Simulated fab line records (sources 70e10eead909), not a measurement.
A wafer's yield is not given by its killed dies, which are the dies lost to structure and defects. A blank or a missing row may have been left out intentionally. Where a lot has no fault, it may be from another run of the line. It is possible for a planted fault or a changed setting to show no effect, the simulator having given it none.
Chamber matching	flow nandHarc	NHARC_A_CONTACT_DEP_85 on pecvd-02: 3 sister chambers
The step deposits SiON, target thk 50 nm. 14 wafers are shown with their chamber, then 7 later ones without.

EACH WAFER AND ITS CHAMBER
wafer	chamber	heaterPowerW (W)	susceptorTempC (C)
L234.1	1	855	400.32
L234.2	2	689	399.81
L234.6	0	758	400.08
L236.1	0	681	399.60
L236.5	1	735	399.86
L236.6	2	644	400.12
L238.1	1	810	400.33
L238.2	0	767	400.01
L238.4	0	740	399.91
L242.2	2	670	399.92
L242.3	0	749	400.09
L242.5	2	680	399.93
L253.1	0	715	400.17
L253.3	1	797	399.43

SIGNATURES (averages over the wafers above)
reading	chamber 0	chamber 1	chamber 2	scatter within a chamber
heaterPowerW	735.00	799.25	670.75	35.1
susceptorTempC	399.9767	399.9850	399.9450	0.272
Rule: distance of a wafer from a chamber = root of the sum over the readings of ((wafer's reading minus chamber's mean) / reading's scatter) squared. The wafer belongs to the nearest chamber; if the next one is less than 2 further off, it can't be placed. The scatter: take each reading less its chamber's mean, square it, sum over the shown wafers, divide by the number of wafers less the number of chambers, and take the root.

WAFERS WHOSE CHAMBER IS MISSING
wafer	heaterPowerW (W)	susceptorTempC (C)
L253.6	710	400.07
L252.2	848	399.69
L252.5	855	399.77
L252.6	723	399.74
L251.1	786	399.55
L251.2	696	399.92
L251.6	700	399.88

CHAMBER TAKEN BY EACH
wafer	from the rows above	in truth
L253.6	can't be placed: 0 or 2 or 1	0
L252.2	can't be placed: 1 or 0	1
L252.5	can't be placed: 1 or 0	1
L252.6	can't be placed: 0 or 2 or 1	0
L251.1	can't be placed: 1 or 0 or 2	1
L251.2	can't be placed: 2 or 0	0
L251.6	can't be placed: 2 or 0 or 1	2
Placed correctly: 0 of 7. Can't be placed from these rows: 7 (the true chamber is among the candidates in 7). Number placed wrongly: 0.
